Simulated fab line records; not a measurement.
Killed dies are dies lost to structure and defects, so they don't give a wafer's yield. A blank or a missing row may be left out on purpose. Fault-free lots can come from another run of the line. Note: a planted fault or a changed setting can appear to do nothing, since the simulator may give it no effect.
Struck lot and sound lot, side by side    flow n5 finfet    17 steps out of a route of 1938
Sound: wafers L298.2, L298.3, L298.6. Struck: wafer L308.2. (L308.6 of the same lot was not struck and is left out.) The cause comes at the end.
Each step with rows lists, per side, the tool, then ch with its chambers, then its first start. Under that, the readings that differ: sound wafers    struck wafers    difference of the means    sigmas: that difference in standard deviations of wafers without a fault.
alike: same words and numbers on both sides, and readings whose means sit less than 2 such deviations apart. not compared: any withheld reading, any reading some wafer has no value for, any bound like >300 that may hide the same value, and any number with overlapping values for which the record gives no deviation.
The two part at a step that has a row with sigmas, a row that says differs or no value, or rows on one side only. Numbers that don't overlap but have no deviation are shown without sigmas and don't part them. A reading missing from all wafers of one side parts the sides only when that side holds two or more wafers.

first, 1 step without rows for these wafers: N5_MOL_CONTACT_COAG_DEVELOP_39 (develop time 30 s).
N5_MOL_CONTACT_COAG_CD_MEAS_40: target cd 25.1 nm.
  sound on cd sem-02 ch 0, day 5 11:48; struck on cd sem-01 ch 0, day 8 07:00
  alike: cd nm
N5_MOL_CONTACT_COAG_OVL_MEAS_41:
  sound on overlay-01 ch 0, day 5 11:50; struck on overlay-01 ch 0, day 8 07:02
reading      sound           struck  difference  sigmas
VD_OVL (nm)  -1.2 -0.8 -1.3  0.4     +1.5        +2
N5_MOL_CONTACT_COAG_INSPECT_42: inspects for defects (brightfield).
  sound on defect inspect-01 at day 5 11:53; struck on defect inspect-01 at day 8 07:05
  alike: raw defect count
N5_MOL_CONTACT_COAG_DESCUM_45: chemistry O2, time 7 s.
  sound on rie diel-04 ch 0,2, day 5 11:55; struck on rie diel-01 ch 1, day 8 07:07
  alike: drypump motor current A, oes product au, rf vpp V, showerhead plenum p Torr, throttle valve pct
  not compared: rf hours counter h
N5_MOL_CONTACT_COAG_ETCH_65: etches underlayer in N2/H2, target depth 13 nm, time 10.4 s.
  sound on rie diel-04 ch 0,2, day 5 11:58; struck on rie diel-01 ch 1, day 8 07:09
  alike: bias w, drypump motor current A, etch rf on time s, oes product au, rf vpp V, showerhead plenum p Torr, throttle valve pct
  not compared: rf hours counter h
N5_MOL_CONTACT_COAG_ETCH_66: etches SiARC in CF4, target depth 13 nm, time 21.7 s.
  sound on rie diel-04 ch 0,2, day 5 11:58; struck on rie diel-01 ch 1, day 8 07:10
  alike: bias w, cf4 flow sccm, drypump motor current A, etch rf on time s, oes product au, rf vpp V, showerhead plenum p Torr, throttle valve pct
  not compared: rf hours counter h
N5_MOL_CONTACT_COAG_ALD_133: deposits SiO2, target thk 5 nm, pulse time 1 s, co reactant pulse time 1 s.
  sound on ald sin-02 ch 1,3, day 5 12:03; struck on ald sin-04 ch 3, day 8 07:15
  alike: heater power w, precursor pulse height rel
then, 1 step without rows for these wafers: N5_MOL_CONTACT_COAG_ETCHBACK_134 (etches SiO2 in CHF3, target depth 10 nm, time 6.7 s).
N5_MOL_CONTACT_COAG_ETCH_67: etches SOC in N2/H2, target depth 60 nm, overetch 21 nm, time 101.2 s.
  sound on rie diel-03 ch 1,2, day 5 12:16; struck on rie diel-04 ch 0, day 8 07:34
  alike: bias w, drypump motor current A, oes product au, rf vpp V, showerhead plenum p Torr, throttle valve pct
  not compared: rf hours counter h
then, 2 steps without rows for these wafers: N5_MOL_CONTACT_COAG_STRIP_68 (strips in N2/H2); N5_MOL_CONTACT_COAG_STRIP_69 (strips in N2/H2).
N5_MOL_CONTACT_COAG_ETCHBACK_136: etches SiO2 in CHF3, target depth 25 nm, time 16.7 s.
  sound on rie diel-03 ch 1,2, day 5 12:22; struck on rie diel-04 ch 0, day 8 07:39
reading                                            sound           struck  difference  sigmas
model.SOC_of_MOL_CONTACT_COAG_COAT_62.thk nm (nm)  57.4 57.4 57.2  57      +0          
  alike: bias w, drypump motor current A, oes product au, rf vpp V, showerhead plenum p Torr, throttle valve pct
  not compared: rf hours counter h
then, 1 step without rows for these wafers: N5_MOL_CONTACT_COAG_STRIP_120 (strips in CHF3).
N5_MOL_CONTACT_COAG_VIA_ETCH_117: etches SiO2 in C4F6/O2, target depth 40 nm, overetch 8 nm, time 26 s.
  sound on rie diel-03 ch 1,2, day 5 12:24; struck on rie diel-04 ch 0, day 8 07:41
reading                                            sound             struck  difference  sigmas
model.MOL_CONTACT_COAG.feature depth nm (nm)       40.4 39.6 39.6    38      -2          
model.etch.depth nm (nm)                           40.4 39.66 39.58  38.04   -1.84       
model.SOC_of_MOL_CONTACT_COAG_COAT_62.thk nm (nm)  51.8 51.6 51.4    51.2    -0.4        
  alike: C4F6_flow_sccm, bias w, drypump motor current A, oes product au, rf vpp V, showerhead plenum p Torr, throttle valve pct
  not compared: rf hours counter h
then, 1 step without rows for these wafers: N5_MOL_CONTACT_COAG_ETCH_124 (etches SiNx in CH3F/O2, stops on SiOC, target depth 6.5 nm).
-- the record jumps here: 9 days lie between the struck wafers' starts before and after (it left off in module MOL_CONTACT_COAG and takes up again in module PASSIVATION, whose first step shown is number 1936 of the route) --
N5_PASSIVATION_PROBE_49:
  record: rows for the struck wafers here (prober-01, day 16 23:26), none for the sound ones

WHERE THEY PART
At N5_MOL_CONTACT_COAG_OVL_MEAS_41 first; at N5_PASSIVATION_PROBE_49 last (within this record only).

WHY: whatever the simulator had introduced
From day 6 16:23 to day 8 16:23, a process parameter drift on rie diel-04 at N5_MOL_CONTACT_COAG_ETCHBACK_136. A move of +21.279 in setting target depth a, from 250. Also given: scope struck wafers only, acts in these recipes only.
